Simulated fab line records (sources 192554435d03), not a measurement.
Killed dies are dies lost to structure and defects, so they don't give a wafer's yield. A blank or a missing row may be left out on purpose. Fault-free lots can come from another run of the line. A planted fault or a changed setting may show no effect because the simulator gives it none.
Chamber matching -- flow n5 finfet -- N5_MOL_CONTACT_COAG_ETCH_124 on rie diel-04 has 4 sister chambers
The step etches SiNx in CH3F/O2, stops on SiOC, target depth 6.5 nm. 8 wafers are shown with their chamber, then 8 later ones without.

## WAFERS PAIRED WITH THEIR CHAMBERS
wafer,chamber,showerhead plenum p Torr (Torr),drypump motor current A (A)
L079.3,3,2.07,5.6
L079.6,2,2.06,4.7
L081.4,0,1.89,5.5
L081.6,1,2.05,5.8
L083.2,0,1.88,5.6
L083.3,3,2.07,5.7
L083.4,1,2.05,5.8
L084.4,2,2.06,4.7

## WAFERS MISSING THEIR CHAMBER
wafer,showerhead plenum p Torr (Torr),drypump motor current A (A)
L084.5,2.07,5.7
L084.6,2.06,4.8
L085.3,1.88,5.5
L085.4,2.04,5.8
L085.5,1.88,5.6
L089.1,2.04,5.8
L089.2,2.05,4.8
L089.6,2.06,5.6

## WHICH CHAMBER EACH WENT THROUGH
wafer,from the rows above,in truth
L084.5,3,3
L084.6,2,2
L085.3,0,0
L085.4,1,1
L085.5,0,0
L089.1,1,1
L089.2,2,2
L089.6,can't be placed: 3 or 1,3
7 of 8 placed correctly. Not placeable from these rows: 1 (in 1, the candidates include the true chamber). Wrongly placed: 0.
How it was worked out, from the rows above alone: a wafer's distance from a chamber is the root of the sum, over the readings, of the square of ((its reading less the chamber's mean) divided by the reading's scatter). If the next closest chamber is less than 2 further off than the closest, the wafer can't be placed; otherwise it belongs to the closest. A chamber's mean is the mean of its shown wafers. How the scatter is found: for the shown wafers, subtract from each reading the mean of its chamber, square and add these, divide the total by (wafers less chambers), then take the root.
